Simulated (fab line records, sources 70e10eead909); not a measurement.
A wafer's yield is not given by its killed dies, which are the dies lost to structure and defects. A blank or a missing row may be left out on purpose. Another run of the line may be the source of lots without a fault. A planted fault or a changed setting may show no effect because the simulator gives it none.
Chamber matching | flow nand-harc | cmp-04 running NHARC_P_STI_CMP_21: 4 sister chambers
The step polishes, t overpolish 20 s, target thk 380.67 nm. 18 wafers are shown with their chamber, then 9 later ones without.

## WAFERS, EACH WITH ITS CHAMBER
wafer  | chamber | motor-current-A (A) | overpolish-run-s (s)
L075.1 | 2       | 11.4                | 20.010
L075.4 | 3       | 11.3                | 20.022
L075.5 | 1       | 8.9                 | 19.993
L076.2 | 0       | 12.4                | 20.005
L076.4 | 2       | 12.4                | 20.005
L076.6 | 1       | 8.7                 | 20.007
L078.3 | 1       | 9.1                 | 20.009
L078.4 | 0       | 13.0                | 20.005
L078.6 | 1       | 9.1                 | 20.005
L080.3 | 1       | 9.1                 | 20.001
L080.4 | 3       | 11.3                | 19.994
L080.5 | 3       | 11.6                | 19.994
L083.2 | 0       | 13.0                | 19.993
L083.3 | 3       | 11.2                | 20.006
L083.5 | 2       | 12.8                | 19.998
L085.1 | 2       | 11.8                | 20.024
L085.2 | 3       | 11.6                | 19.996
L085.4 | 1       | 9.0                 | 19.992

SIGNATURES (means of the wafers above)
reading          | chamber 0 | chamber 1 | chamber 2 | chamber 3 | scatter within a chamber
motor-current-A  | 12.800    | 8.983     | 12.100    | 11.400    | 0.345
overpolish-run-s | 20.00100  | 20.00117  | 20.00925  | 20.00240  | 0.00963
Rule: a wafer lies at a distance from a chamber equal to the root of the sum of squares, over the readings, of (its reading less the chamber's mean, divided by the reading's scatter). The wafer belongs to the nearest chamber; if the next one is less than 2 further off, it can't be placed. How the scatter is found: for the shown wafers, subtract from each reading the mean of its chamber, square and add these, divide the total by (wafers less chambers), then take the root.

## WAFERS MISSING THEIR CHAMBER
wafer  | motor-current-A (A) | overpolish-run-s (s)
L086.1 | 11.5                | 19.992
L086.2 | 12.3                | 20.000
L086.4 | 8.9                 | 20.003
L092.3 | 11.7                | 19.999
L092.4 | 11.5                | 20.000
L092.6 | 12.0                | 20.008
L093.1 | 12.6                | 19.985
L093.3 | 11.6                | 20.001
L093.6 | 8.8                 | 20.010

## THE CHAMBER EACH PASSED THROUGH
wafer  | from the rows above          | in truth
L086.1 | can't be placed: 3 or 2      | 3
L086.2 | can't be placed: 2 or 0 or 3 | 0
L086.4 | 1                            | 1
L092.3 | can't be placed: 3 or 2      | 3
L092.4 | can't be placed: 3 or 2      | 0
L092.6 | can't be placed: 2 or 3      | 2
L093.1 | can't be placed: 0 or 2      | 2
L093.3 | can't be placed: 3 or 2      | 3
L093.6 | 1                            | 1
2 of 9 placed correctly. Can't be placed from these rows: 7 (the true chamber is among the candidates in 6). Placed wrongly: 0.
